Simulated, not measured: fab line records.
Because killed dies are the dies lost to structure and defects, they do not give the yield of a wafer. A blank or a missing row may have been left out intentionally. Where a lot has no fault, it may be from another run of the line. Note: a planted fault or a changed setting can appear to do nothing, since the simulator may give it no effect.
Split-lot study / flow n5_finfet / route with 1938 steps; 7 lots, 21 wafers read

THE SPLIT ITSELF
At N5_PASSIVATION_PASS_ETCH_47 (etches SiNx in CF4/O2, target depth 770 nm, time 385 s), the setting time_s was moved away from the recipe's 385 s on 6 of the 21 wafers read, by -8.8% to +13.7%. For the rest of the wafers, this setting stayed at what the recipe calls for.

The split's own step is where the reading is taken.

THE READING
etch.depth_nm (the simulator's own value, which no gauge read), in nm, at N5_PASSIVATION_PASS_ETCH_47 (etches SiNx in CF4/O2, target depth 770 nm, time 385 s). The file gives no usual value for it. Here, 15 wafers ran the recipe; their average is 772.5 nm with a standard deviation of 13 nm.

wafer=L074.3; tool, chamber at the split=rie_diel-03, 0; time_s as run, s=360.6; against the recipe=-6.3%; etch.depth_nm, nm=709.7; against lot-mates on the recipe=-46.5
wafer=L074.5; tool, chamber at the split=rie_diel-03, 1; time_s as run, s=360.6; against the recipe=-6.3%; etch.depth_nm, nm=719.9; against lot-mates on the recipe=-36.3
wafer=L074.6; tool, chamber at the split=rie_diel-03, 0; time_s as run, s=385; against the recipe=recipe; etch.depth_nm, nm=756.2; against lot-mates on the recipe=-
wafer=L076.2; tool, chamber at the split=rie_diel-04, 1; time_s as run, s=385; against the recipe=recipe; etch.depth_nm, nm=768.1; against lot-mates on the recipe=-
wafer=L076.4; tool, chamber at the split=rie_diel-04, 2; time_s as run, s=437.6; against the recipe=+13.7%; etch.depth_nm, nm=866.6; against lot-mates on the recipe=+98.5
wafer=L076.5; tool, chamber at the split=rie_diel-04, 1; time_s as run, s=437.6; against the recipe=+13.7%; etch.depth_nm, nm=872.7; against lot-mates on the recipe=+104.6
wafer=L087.1; tool, chamber at the split=rie_diel-06, 0; time_s as run, s=385; against the recipe=recipe; etch.depth_nm, nm=759.2; against lot-mates on the recipe=-
wafer=L087.5; tool, chamber at the split=rie_diel-06, 3; time_s as run, s=385; against the recipe=recipe; etch.depth_nm, nm=795.2; against lot-mates on the recipe=-
wafer=L087.6; tool, chamber at the split=rie_diel-06, 0; time_s as run, s=385; against the recipe=recipe; etch.depth_nm, nm=758.6; against lot-mates on the recipe=-
wafer=L088.1; tool, chamber at the split=rie_diel-04, 1; time_s as run, s=385; against the recipe=recipe; etch.depth_nm, nm=781.8; against lot-mates on the recipe=-
wafer=L088.3; tool, chamber at the split=rie_diel-04, 3; time_s as run, s=385; against the recipe=recipe; etch.depth_nm, nm=794; against lot-mates on the recipe=-
wafer=L088.6; tool, chamber at the split=rie_diel-04, 3; time_s as run, s=385; against the recipe=recipe; etch.depth_nm, nm=794.1; against lot-mates on the recipe=-
wafer=L091.2; tool, chamber at the split=rie_diel-03, 1; time_s as run, s=351.2; against the recipe=-8.8%; etch.depth_nm, nm=697.4; against lot-mates on the recipe=-76.4
wafer=L091.3; tool, chamber at the split=rie_diel-03, 3; time_s as run, s=385; against the recipe=recipe; etch.depth_nm, nm=773.8; against lot-mates on the recipe=-
wafer=L091.5; tool, chamber at the split=rie_diel-03, 3; time_s as run, s=351.2; against the recipe=-8.8%; etch.depth_nm, nm=711.8; against lot-mates on the recipe=-62.0
wafer=L090.3; tool, chamber at the split=rie_diel-03, 3; time_s as run, s=385; against the recipe=recipe; etch.depth_nm, nm=772.3; against lot-mates on the recipe=-
wafer=L090.4; tool, chamber at the split=rie_diel-03, 1; time_s as run, s=385; against the recipe=recipe; etch.depth_nm, nm=773.4; against lot-mates on the recipe=-
wafer=L090.6; tool, chamber at the split=rie_diel-03, 0; time_s as run, s=385; against the recipe=recipe; etch.depth_nm, nm=769.9; against lot-mates on the recipe=-
wafer=L092.3; tool, chamber at the split=rie_diel-03, 1; time_s as run, s=385; against the recipe=recipe; etch.depth_nm, nm=767.2; against lot-mates on the recipe=-
wafer=L092.5; tool, chamber at the split=rie_diel-03, 1; time_s as run, s=385; against the recipe=recipe; etch.depth_nm, nm=758.8; against lot-mates on the recipe=-
wafer=L092.6; tool, chamber at the split=rie_diel-03, 0; time_s as run, s=385; against the recipe=recipe; etch.depth_nm, nm=764.4; against lot-mates on the recipe=-

THE FIT
A straight line over all 21 wafers: etch.depth_nm changes by +7.52 nm for each +1% of time_s; r = +0.96; the points scatter about the line by 12 nm.
The same after taking each lot's own level away (the mean of its wafers on the recipe; 21 wafers): +7.43 nm for each +1%; r = +0.98; scatter 8.2 nm.
The reading moves by 1e+02 nm for the largest change in time_s, on that fit.
Measured against the standard deviation above, the lots' own levels, which go from 756.20 to 789.97 nm, span 2.6 times it.
The two slopes agree, so the slope changes little with the lot-to-lot level.
Check: for one of the wafers moved furthest among these (+13.7%), held out of the fit, the line's prediction against its lot-mates is +103 nm. It came out at +98.5 nm against them.

ADDITIONAL SPLITS CARRIED BY THESE WAFERS
Note: prior to the reading, these wafers also went through further splits. Each is held against what the fit with the lots' levels taken away leaves over:
other split on the same wafers=N5_BEOL_M13_TRENCH_ETCH_34 time_s; wafers away from the commonest value=9; r with etch.depth_nm (lot level and that fit taken away)=+0.01
other split on the same wafers=N5_BEOL_M13_SPUTTER_44 time_s; wafers away from the commonest value=5; r with etch.depth_nm (lot level and that fit taken away)=+0.23
other split on the same wafers=N5_BEOL_M15_COAT_04 spin_rpm; wafers away from the commonest value=8; r with etch.depth_nm (lot level and that fit taken away)=+0.21
other split on the same wafers=N5_PASSIVATION_PECVD_01 time_s; wafers away from the commonest value=8; r with etch.depth_nm (lot level and that fit taken away)=+0.12
other split on the same wafers=N5_PASSIVATION_EXPOSE_07 dose_mj; wafers away from the commonest value=6; r with etch.depth_nm (lot level and that fit taken away)=-0.01

FILE'S OWN FIT
etch.depth_nm changes by +7.43 nm for each +1% of time_s, r = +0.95.
